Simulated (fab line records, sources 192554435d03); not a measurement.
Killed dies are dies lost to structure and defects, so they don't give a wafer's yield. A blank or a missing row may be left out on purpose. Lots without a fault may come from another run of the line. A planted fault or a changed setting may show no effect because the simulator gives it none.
fab line records | flow n5_finfet
record lots=5 wafers=15 last_day=16
route steps=1938 shown BEOL_M10@1524 BEOL_M11@1536 PASSIVATION@1936
lots that met no fault: from a run of the same line without faults
start_h: hours from the record's first day to the start of the lot's first wafer shown | wait_h: hours since the lot's step before | " the same as in the row above | L1.1+2: a row that stands for several wafers | - no value, or no start given | * or withheld: withheld | < > ~ a bound
route shown NAME@n: a module of which the file shows steps, and the number in the route of the first | usual: mean/standard deviation of fault-free wafers | same: alike in all rows | chamber/n: place in a boat | sites: the reading at each site | _std_site: their standard deviation | _edge_site: outer sites' mean less inner sites' | radius_mm: how far each site lies from the wafer's centre | mask NAME#n: copy n | behind: the tool/chamber that last shaped the wafer | hold: why the lot was held/for how many hours/how that ended | device: the transistor (n, p or np) that didn't switch | end of line: the same wafers' tests at the end of the route | a step without rows: its recipe alone | killed: dies lost to structure and defects at the first sort, not the wafer's yield | map: a wafer's dies, x killed, . not, _ none there
set.NAME: the setting as run; set.NAME@STEP: as run at that earlier step | model.NAME: the simulator's own value behind a step, which no gauge read
lots at some steps of the route; a table a step, a row a wafer
services: from which hour (start_h, from the record's first day; less than 0 if before it) a tool's chamber was out of use, for how many hours, and why
## steps
# step N5_BEOL_M10_ALD_74
# recipe material=TaN target_thk_a=20 temp_c=275 ald_precursor_family=PDMAT ald_co_reactant=NH3 pressure_torr=3 carrier_flow_sccm=1500 pulse_time_s=2 purge_time_s=3 co_reactant_purge_time_s=2 co_reactant_pulse_time_s=3 ald_cycles=40 precursor_vessel_temp_c=75 precursor_vessel_pressure_torr=26.25 precursor_vessel_carrier_sccm=1000
# usual heater_power_outer_w=243/27 heater_power_w=432/45 precursor_vessel_pressure_torr=26.26/0.058
# same ald_cycles=40 co_reactant_pulse_time_s=3
# columns lot.wafer tool chamber start_h wait_h heater_power_outer_w heater_power_w precursor_vessel_pressure_torr
L294.1 ald_metal-04 1 234.50 0.0 224 394 26.23
L294.3 " 2 " " 199 370 26.28
L294.4 " 0 " " 235 428 26.18
L293.2 ald_metal-03 1 242.64 0.0 231 441 26.29
L293.3 " 0 " " 282 465 26.21
L293.6 " 0 " " 280 440 26.28
L301.1 ald_metal-03 3 280.79 0.0 265 474 26.28
L301.2 " 0 " " 278 458 26.21
L301.4 " 2 " " 248 441 26.19
L311.2 ald_metal-03 1 342.99 0.0 238 436 26.24
L311.5 " 2 " " 241 427 26.22
L311.6 " 1 " " 237 448 26.23
L312.1 ald_metal-03 3 349.09 0.0 266 484 26.25
L312.4 " 0 " " 279 472 26.22
L312.5 " 2 " " 238 436 26.39
# step N5_BEOL_M10_SURFACE_TREAT_76
# recipe gas=Ar time_s=* ion_energy_ev=* ion_current_ma_cm2=0.5 pressure_mtorr=* ar_flow_sccm=30
# usual throttle_valve_pct=*
# columns lot.wafer tool chamber start_h wait_h throttle_valve_pct
L294.1 pvd_sputter-01 - 234.83 0.2 *
L294.3 " - " " *
L294.4 " - " " *
L293.2 pvd_sputter-01 - 243.00 0.2 *
L293.3 " - " " *
L293.6 " - " " *
L301.1 pvd_sputter-01 - 281.27 0.3 *
L301.2 " - " " *
L301.4 " - " " *
L311.2 pvd_sputter-03 - 344.33 1.2 *
L311.5 " - " " *
L311.6 " - " " *
L312.1 pvd_sputter-03 - 349.47 0.2 *
L312.4 " - " " *
L312.5 " - " " *
# step N5_BEOL_M10_CVD_75
# recipe material=Co target_thk_a=20 temp_c=withheld precursor=CCTBA/H2 pressure_torr=30 time_s=138.9
# step N5_BEOL_M10_SPUTTER_48
# recipe material=Cu target_thk_a=120 temp_c=-20 bias_v=60 power_w=26000 chamber_pressure_pa=0.13 time_s=2
# usual bias_v=60.1/0.61 substrate_temp_c=-20.01/0.11 throttle_valve_pct=29.9/1.6
# columns lot.wafer tool chamber start_h wait_h bias_v substrate_temp_c throttle_valve_pct
L294.1 pvd_sputter-02 - 235.08 0.1 59.5 -19.95 31.7
L294.3 " - " " 60.8 -20.00 31.9
L294.4 " - " " 59.1 -19.85 29.3
L293.2 pvd_sputter-01 - 243.38 0.2 60.0 -20.02 30.5
L293.3 " - " " 60.9 -19.97 27.4
L293.6 " - " " 60.2 -19.97 30.8
L301.1 pvd_sputter-03 - 281.51 0.1 60.3 -19.99 28.7
L301.2 " - " " 61.0 -19.81 32.9
L301.4 " - " " 59.7 -19.97 30.0
L311.2 pvd_sputter-03 - 344.63 0.2 61.2 -19.96 30.1
L311.5 " - " " 59.9 -20.17 32.7
L311.6 " - " " 60.8 -19.84 28.0
L312.1 pvd_sputter-03 - 349.75 0.2 60.5 -20.08 32.8
L312.4 " - " " 60.5 -19.97 28.6
L312.5 " - " " 60.7 -20.03 28.0
# step N5_BEOL_M10_ECD_50
# recipe material=Cu target_thk_a=3180
# step N5_BEOL_M10_ANNEAL_51
# recipe temp_c=225 time_s=90 ambient=N2
# step N5_BEOL_M10_CMP_52
# recipe stop_on=SiCOH_lowk t_overpolish_s=7 down_force_psi=1 platen_rpm=50 clearing_platen_down_force_psi=1.5 clearing_platen_rpm=50 post_cmp_clean=cu_alkaline target_thk_nm=140 clearing_platen_pad_velocity_m_s=0.99484 pad_velocity_m_s=0.99484
# usual barrier_field_endpoint_s=28.9/0.9 motor_current_A=6.3/0.56 overpolish_run_s=7.001/0.0082 pad_life_wafers=936/520 platen_rpm=50.00/0.039 time_to_endpoint_s=67/4.4
# columns lot.wafer tool chamber start_h wait_h barrier_field_endpoint_s motor_current_A overpolish_run_s pad_life_wafers platen_rpm time_to_endpoint_s
L294.4 cmp-02 1 235.79 0.2 29.3 6.7 7.006 349 50.03 67
L294.3 " 2 " " 28.7 6.6 7.005 350 49.99 62
L294.1 " 3 " " 28.1 6.6 7.023 351 50.08 64
L293.3 cmp-02 3 243.93 0.2 27.2 6.4 7.003 420 50.05 66
L293.2 " 0 " " 26.8 6.8 7.004 421 50.01 58
L293.6 " 0 " " 27.4 6.7 7.018 - 50.03 61
L301.1 cmp-02 2 282.07 0.3 28.6 6.4 7.007 696 49.96 66
L301.2 " 0 " " 28.3 7.0 6.998 698 49.97 64
L301.4 " 1 " " 29.9 7.0 7.000 699 49.97 70
L311.2 cmp-04 2 345.27 0.3 27.9 6.0 6.998 110 50.02 63
L311.6 " 0 " " 29.0 6.3 6.995 - 50.03 66
L311.5 " 1 " " 28.2 6.5 6.999 - 50.02 62
L312.4 cmp-04 1 350.68 0.1 29.6 6.9 7.003 162 49.95 65
L312.1 " 2 " " 29.7 6.0 7.003 163 49.98 70
L312.5 " 2 " " 30.6 6.2 6.988 - 50.06 72
# step N5_BEOL_M10_THK_MEAS_53
# recipe thk_meas_gauge=xrf reads=Cu_of_BEOL_M10_ECD_50
# usual M10_THK=139/3.9
# columns lot.wafer tool chamber start_h wait_h M10_THK[nm]
L294.1 film_metro-02 - 236.04 - 142
L294.3 " - " " 135
L294.4 " - " " 139
L293.2 film_metro-02 - 244.23 - 148
L293.3 " - " " 136
L293.6 " - " " 135
L301.1 film_metro-01 - 282.36 - 144
L301.2 " - " " 134
L301.4 " - " " 140
L311.2 film_metro-02 - 345.48 - 141
L311.5 " - " " 141
L311.6 " - " " 140
L312.1 film_metro-01 - 350.98 - 139
L312.4 " - " " 137
L312.5 " - " " 138
# step N5_BEOL_M10_PRE_CLEAN_55
# recipe gas=NH3 time_s=15 temp_c=withheld rf_power_w=300
# step N5_BEOL_M10_DEP_56
# recipe material=SiCN target_thk_a=150 temp_c=withheld precursor=3MS/NH3 pressure_torr=3 rf_w=202 time_s=26.5
# usual rf_fwd_power_W=200.2/0.75 showerhead_plenum_p_Torr=3.662/0.013 throttle_valve_pct=8.7/0.74
# columns lot.wafer tool chamber start_h wait_h rf_fwd_power_W showerhead_plenum_p_Torr throttle_valve_pct
L294.1 pecvd-03 2 236.11 0.0 198.5 3.665 7.7
L294.3 " 1 " " 201.1 3.648 10.0
L294.4 " 1 " " 200.8 3.655 10.1
L293.2 pecvd-03 1 244.29 0.0 200.3 3.653 9.9
L293.3 " 0 " " 199.5 3.646 8.4
L293.6 " 0 " " 199.9 3.639 8.2
L301.1 pecvd-03 2 282.43 0.0 198.6 3.659 7.7
L301.2 " 1 " " 201.5 3.658 9.7
L301.4 " 1 " " 200.8 3.657 10.0
L311.2 pecvd-02 1 345.55 0.0 201.0 3.677 9.1
L311.5 " 1 " " 201.1 3.677 9.3
L311.6 " 0 " " 200.0 3.672 7.8
L312.1 pecvd-02 0 351.04 0.0 199.0 3.678 7.8
L312.4 " 0 " " 199.7 3.671 7.8
L312.5 " 2 " " 200.4 3.661 8.6
# step N5_BEOL_M10_RS_MEAS_57
# recipe thk_meas_gauge=four-point-probe reads=Cu_of_BEOL_M10_ECD_50+Co_of_BEOL_M10_CVD_75+TaN_of_BEOL_M10_ALD_74
# usual M10_RS=0.151/0.0044
# columns lot.wafer tool chamber start_h wait_h M10_RS[ohm/sq]
L294.1 film_metro-01 - 236.18 0.1 0.149
L294.3 " - " " 0.157
L294.4 " - " " 0.153
L293.2 film_metro-01 - 244.37 0.1 0.142
L293.3 " - " " 0.155
L293.6 " - " " 0.158
L301.1 film_metro-01 - 282.50 0.1 0.143
L301.2 " - " " 0.154
L301.4 " - " " 0.148
L311.2 film_metro-02 - 345.62 0.1 0.149
L311.5 " - " " 0.149
L311.6 " - " " 0.151
L312.1 film_metro-01 - 351.11 0.1 0.150
L312.4 " - " " 0.153
L312.5 " - " " 0.151
# step N5_BEOL_M10_INSPECT_58
# recipe inspect_instrument=darkfield mode=post_dep
# usual raw_defect_count=71/25
# columns lot.wafer tool chamber start_h wait_h raw_defect_count
L294.1 defect_inspect-01 - 236.21 0.0 87
L294.3 " - " " 144
L294.4 " - " " 92
L293.2 defect_inspect-01 - 244.39 0.0 40
L293.3 " - " " 54
L293.6 " - " " 44
L301.1 defect_inspect-01 - 282.53 0.0 92
L301.2 " - " " 59
L301.4 " - " " 56
L311.2 defect_inspect-01 - 345.65 0.0 73
L311.5 " - " " 43
L311.6 " - " " 43
L312.1 defect_inspect-02 - 351.14 0.0 55
L312.4 " - " " 46
L312.5 " - " " 60
# step N5_BEOL_M11_ILD_DEP_00
# recipe material=SiCOH_lowk target_thk_a=3085.1 temp_c=300 precursor=DEMS/porogen pressure_torr=5 rf_w=500 time_s=58
# usual heater_power_outer_w=147/29 heater_power_w=321/47 rf_fwd_power_W=496.8/1.5 showerhead_plenum_p_Torr=5.729/0.017 susceptor_temp_C=299.98/0.21 throttle_valve_pct=13.5/1
# columns lot.wafer tool chamber start_h wait_h heater_power_outer_w heater_power_w rf_fwd_power_W showerhead_plenum_p_Torr susceptor_temp_C throttle_valve_pct
L294.1 pecvd-04 2 236.24 0.0 133 301 496.1 5.728 300.11 13.3
L294.3 " 2 " " 134 299 497.3 5.754 300.28 13.3
L294.4 " 1 " " 199 429 500.4 5.743 299.65 13.9
L293.2 pecvd-03 1 244.43 0.0 134 320 497.3 5.726 300.07 15.2
L293.3 " 0 " " 153 354 497.0 5.733 299.89 12.5
L293.6 " 1 " " 137 324 498.7 5.739 300.24 15.1
L301.1 pecvd-04 1 282.56 0.0 210 445 500.6 5.747 300.22 14.1
L301.2 " 0 " " 150 366 496.3 5.745 303.63 14.3
L301.4 " 0 " " 160 367 498.2 5.745 303.56 14.3
L311.2 pecvd-03 1 345.68 0.0 100 275 496.7 5.732 299.58 15.1
L311.5 " 2 " " 159 307 496.2 5.720 299.73 11.9
L311.6 " 0 " " 133 323 500.1 5.710 299.63 12.7
L312.1 pecvd-03 0 351.18 0.0 157 357 496.0 5.709 299.83 12.9
L312.4 " 1 " " 120 290 499.0 5.717 299.89 15.1
L312.5 " 2 " " 153 298 496.7 5.726 299.51 12.0
# step N5_BEOL_M11_CURE_71
# recipe temp_c=385 time_s=240 ambient=He/Ar material=SiCOH_lowk
# step N5_PASSIVATION_PROBE_49
# usual defect_limited_yield=91.0/1.4 killed_at_M0_to_M3=36/11 killed_at_M4_up=13/5.4 killed_at_contacts=12/6.4 killed_at_front_end=41/13 killed_at_other=2.9/2.3 killed_dies=106/17 killed_open=70/12 killed_short=34/8.4 sort_bin_5_function=5.2/1 sort_bin_6_memory=3.4/0.63 sort_bin_8_speed=0.1/0.49 sort_n_pass=1074/18 sort_yield_pct=91.0/1.6
# same gross_dies=1180 killed_at_back_side=0 sort_bin_4_leakage[%]=0
# columns lot.wafer tool chamber start_h wait_h defect_limited_yield[%] killed_at_M0_to_M3 killed_at_M4_up killed_at_contacts killed_at_front_end killed_at_other killed_dies killed_open killed_short sort_bin_5_function[%] sort_bin_6_memory[%] sort_bin_8_speed[%] sort_n_pass sort_yield_pct[%]
L294.1 prober-02 - 286.73 0.0 88.9 62 9 10 44 6 131 84 40 6.9 3.8 0 1049 88.9
L294.3 prober-02 - 286.83 0.1 90.8 40 15 9 41 4 109 66 39 5.9 3.1 0 1071 90.8
L294.4 prober-02 - 286.88 0.2 89.0 64 13 9 44 0 130 91 37 6.5 4.2 0 1050 89.0
L293.2 prober-01 - 287.71 0.1 91.8 24 11 22 33 7 97 65 32 4.6 3.5 0 1083 91.8
L293.3 prober-01 - 287.76 0.1 90.3 47 7 8 46 7 115 75 39 6.0 3.5 0 1065 90.3
L293.6 prober-01 - 287.91 0.3 91.8 38 10 6 42 1 97 62 34 5.0 3.1 0 1083 91.8
L301.1 prober-01 - 335.31 0.0 91.1 38 6 8 51 2 105 70 35 5.2 3.4 0.1 1074 91.0
L301.2 prober-01 - 335.36 0.1 89.4 47 11 17 47 3 125 89 36 7.0 3.5 0 1055 89.4
L301.4 prober-01 - 335.46 0.2 90.2 58 11 16 26 5 116 89 27 5.6 4.0 0 1064 90.2
L311.2 prober-02 - 395.41 0.1 88.9 38 12 4 70 7 131 87 42 7.0 3.8 0 1049 88.9
L311.5 prober-02 - 395.56 0.2 90.4 26 28 6 48 5 113 74 35 5.8 3.1 0 1067 90.4
L311.6 prober-02 - 395.61 0.3 92.4 29 14 12 33 2 90 63 26 4.0 3.4 0 1090 92.4
L312.1 prober-01 - 395.52 0.0 90.1 34 19 27 34 3 117 81 33 6.0 3.4 0 1063 90.1
L312.4 prober-01 - 395.67 0.2 91.3 22 18 11 47 5 103 68 35 5.4 2.9 0 1077 91.3
L312.5 prober-01 - 395.72 0.2 91.1 25 22 17 33 8 105 66 36 5.0 3.5 0 1075 91.1
# killed by level:class
L294.1 BEOL_M0_SAQP:geometric_particle:open=14 BEOL_M0_SAQP:geometric_particle:short=13 BEOL_M2:geometric_particle:open=11 BEOL_M1:geometric_particle:open=8 MOL_CONTACT_COAG:geometric_particle:open=8 FIN_SAQP:geometric_particle:open=7 BEOL_M0:geometric_particle:open=7 FIN_SAQP:geometric_particle:short=6
L294.3 STI_FIN_REVEAL:geometric_particle:open=10 GATE_CUT:geometric_particle:short=9 BEOL_M0_SAQP:geometric_particle:short=8 MOL_CONTACT_COAG:geometric_particle:open=8 BEOL_M2:geometric_particle:open=8 BEOL_M3:geometric_particle:open=7 BEOL_M0_SAQP:geometric_particle:open=6 FIN_SAQP:geometric_particle:short=5
L294.4 BEOL_M0_SAQP:geometric_particle:open=17 BEOL_M2:geometric_particle:open=11 STI_FIN_REVEAL:geometric_particle:open=9 BEOL_M0_SAQP:geometric_particle:short=9 FIN_SAQP:geometric_particle:open=8 MOL_CONTACT_COAG:geometric_particle:open=8 BEOL_M3:geometric_particle:open=8 GATE_CUT:geometric_particle:open=5
L293.2 MOL_CONTACT_COAG:geometric_particle:open=17 FIN_SAQP:geometric_particle:short=9 FIN_SAQP:geometric_particle:open=8 BEOL_M0_SAQP:geometric_particle:open=8 MOL_CONTACT_COAG:geometric_particle:short=5 BEOL_M4:geometric_particle:open=5 DUMMY_GATE:geometric_particle:open=4 BEOL_M0_SAQP:geometric_particle:short=4
L293.3 BEOL_M0_SAQP:geometric_particle:short=19 FIN_SAQP:geometric_particle:open=11 BEOL_M0_SAQP:geometric_particle:open=10 STI_FIN_REVEAL:geometric_particle:open=9 BEOL_M3:geometric_particle:open=8 MOL_CONTACT_COAG:geometric_particle:open=6 BEOL_M1:geometric_particle:open=5 DUMMY_GATE:geometric_particle:open=4
L293.6 FIN_SAQP:geometric_particle:open=21 BEOL_M0_SAQP:geometric_particle:short=17 BEOL_M0_SAQP:geometric_particle:open=10 BEOL_M4:geometric_particle:open=6 GATE_CUT:geometric_particle:short=4 MOL_CONTACT_COAG:geometric_particle:open=4 BEOL_M1:geometric_particle:open=4 STARTING-WAFER:geometric_particle:open=4
L301.1 STI_FIN_REVEAL:geometric_particle:open=22 FIN_SAQP:geometric_particle:short=8 MOL_CONTACT_COAG:geometric_particle:open=8 BEOL_M0_SAQP:geometric_particle:open=8 BEOL_M3:geometric_particle:open=6 FIN_SAQP:geometric_particle:open=5 BEOL_M0_SAQP:geometric_particle:short=5 BEOL_M1:geometric_particle:open=5
L301.2 FIN_SAQP:geometric_particle:open=13 BEOL_M3:geometric_particle:open=12 STI_FIN_REVEAL:geometric_particle:open=11 BEOL_M0_SAQP:geometric_particle:open=10 MOL_CONTACT_COAG:geometric_particle:open=9 MOL_CONTACT_COAG:geometric_particle:short=8 BEOL_M1:geometric_particle:open=7 FIN_SAQP:geometric_particle:short=6
L301.4 BEOL_M3:geometric_particle:open=20 MOL_CONTACT_COAG:geometric_particle:open=15 BEOL_M0_SAQP:geometric_particle:open=10 BEOL_M1:geometric_particle:open=7 BEOL_M0_SAQP:geometric_particle:short=6 BEOL_M0:geometric_particle:open=6 STI_FIN_REVEAL:geometric_particle:open=5 BEOL_M8:geometric_particle:open=4
L311.2 STI_FIN_REVEAL:geometric_particle:open=18 FIN_SAQP:geometric_particle:open=15 FIN_SAQP:geometric_particle:short=15 BEOL_M3:geometric_particle:open=10 BEOL_M2:geometric_particle:open=9 BEOL_M1:geometric_particle:short=6 STARTING-WAFER:geometric_particle:open=5 STI_FIN_REVEAL:geometric_particle:short=4
L312.1 MOL_CONTACT_COAG:geometric_particle:open=20 STI_FIN_REVEAL:geometric_particle:open=11 BEOL_M4:geometric_particle:open=9 BEOL_M1:geometric_particle:open=7 FIN_SAQP:geometric_particle:open=6 FIN_SAQP:geometric_particle:short=6 MOL_CONTACT_COAG:geometric_particle:short=5 BEOL_M2:geometric_particle:open=5
L311.5 STI_FIN_REVEAL:geometric_particle:open=20 BEOL_M4:geometric_particle:open=18 BEOL_M3:geometric_particle:short=8 BEOL_M3:geometric_particle:open=6 FIN_SAQP:geometric_particle:open=5 STI_FIN_REVEAL:geometric_particle:short=5 BEOL_M2:geometric_particle:open=5 FIN_SAQP:geometric_particle:short=4
L311.6 STI_FIN_REVEAL:geometric_particle:open=13 MOL_CONTACT_COAG:geometric_particle:open=9 BEOL_M4:geometric_particle:open=7 BEOL_M3:geometric_particle:open=6 FIN_SAQP:geometric_particle:open=5 BEOL_M0_SAQP:geometric_particle:open=5 FIN_SAQP:geometric_particle:short=4 BEOL_M1:geometric_particle:open=4
L312.4 FIN_SAQP:geometric_particle:open=9 STI_FIN_REVEAL:geometric_particle:open=8 FIN_SAQP:geometric_particle:short=7 MOL_CONTACT_COAG:geometric_particle:open=7 DUMMY_GATE:geometric_particle:open=6 BEOL_M3:geometric_particle:open=6 STARTING-WAFER:geometric_particle:open=6 BEOL_M0_SAQP:geometric_particle:short=5
L312.5 MOL_CONTACT_COAG:geometric_particle:open=14 BEOL_M4:geometric_particle:open=13 GATE_CUT:geometric_particle:short=8 FIN_SAQP:geometric_particle:open=7 BEOL_M0_SAQP:geometric_particle:short=6 FIN_CUT:geometric_particle:open=4 BEOL_M1:geometric_particle:open=4 BEOL_M2:geometric_particle:open=4
## services
# columns tool chamber start_h hours kind
pecvd-02 1 222.78 5.5 scheduled_down
pecvd-04 0 225.92 13.6 repair
pecvd-04 - 236.58 14.6 pm
pecvd-02 - 251.82 2.8 pm
pecvd-02 0 255.27 3.5 repair
pecvd-03 0 257.05 18.5 repair
cmp-02 - 258.39 1.0 repair
ald_metal-03 1 260.66 2.5 repair
pecvd-04 1 262.54 5.5 scheduled_down
cmp-02 - 274.75 4.3 pm
ald_metal-03 1 280.11 11.8 repair
cmp-02 - 297.52 1.5 repair
pecvd-04 0 314.72 4.0 repair
cmp-04 - 329.05 4.0 pm
cmp-04 - 333.05 - consumable_replace:conditioner
cmp-04 - 333.05 - consumable_replace:pad
ald_metal-04 3 339.56 19.2 repair
## key
first_sign step=N5_BEOL_M11_ILD_DEP_00 reading=susceptor_temp_C direction=up sigmas=17 usual=* struck=*
effect none on later readings
met_at N5_BEOL_M11_ILD_DEP_00
struck_wafers L301.2,L301.4
fault kind=process_parameter_drift tool=pecvd-04 chamber=0 onset_h=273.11 steps=N5_BEOL_M11_ILD_DEP_00 channel=temp_c offset=* shape=step end_h=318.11 acts_in=* stated=*
